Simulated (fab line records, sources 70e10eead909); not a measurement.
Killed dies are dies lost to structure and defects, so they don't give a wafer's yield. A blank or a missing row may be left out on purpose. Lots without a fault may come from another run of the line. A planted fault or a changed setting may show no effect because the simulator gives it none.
Chamber matching | flow nand_harc | NHARC_A_STAIRCASE_ETCH_271 on rie_diel-07: 4 sister chambers
The step etches the open film in CF4/CHF3. 4 wafers are shown with their chamber, then 8 later ones without.

WAFERS WITH THEIR CHAMBER
wafer  | chamber | showerhead_plenum_p_Torr (Torr)
L080.5 | 0       | 1.46
L086.2 | 2       | 1.49
L086.3 | 3       | 1.56
L089.4 | 1       | 1.52

WAFERS WITHOUT THEIR CHAMBER
wafer  | showerhead_plenum_p_Torr (Torr)
L089.5 | 1.70
L089.6 | 1.56
L094.2 | 1.56
L094.3 | 1.49
L094.5 | 1.49
L097.3 | 1.69
L097.5 | 1.69
L097.6 | 1.52

WHICH CHAMBER EACH WENT THROUGH
wafer  | from the rows above               | in truth
L089.5 | can't be placed: 3 or 1 or 2 or 0 | 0
L089.6 | can't be placed: 3 or 1 or 2 or 0 | 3
L094.2 | can't be placed: 3 or 1 or 2 or 0 | 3
L094.3 | can't be placed: 2 or 0 or 1 or 3 | 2
L094.5 | can't be placed: 2 or 0 or 1 or 3 | 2
L097.3 | can't be placed: 3 or 1 or 2 or 0 | 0
L097.5 | can't be placed: 3 or 1 or 2 or 0 | 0
L097.6 | can't be placed: 1 or 2 or 3 or 0 | 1
Placed correctly: 0 of 8. Can't be placed from these rows: 8 (the true chamber is among the candidates in 8). Placed wrongly: 0.
How it was worked out, from the rows above alone: a wafer's distance from a chamber is the root of the sum, over the readings, of the square of ((its reading less the chamber's mean) divided by the reading's scatter). The wafer belongs to the nearest chamber; if the next one is less than 2 further off, it can't be placed. A chamber's mean is the mean of its shown wafers. The scatter: with one shown wafer a chamber, the root of the mean of the squares of how far each hidden wafer lies from its nearest shown one.
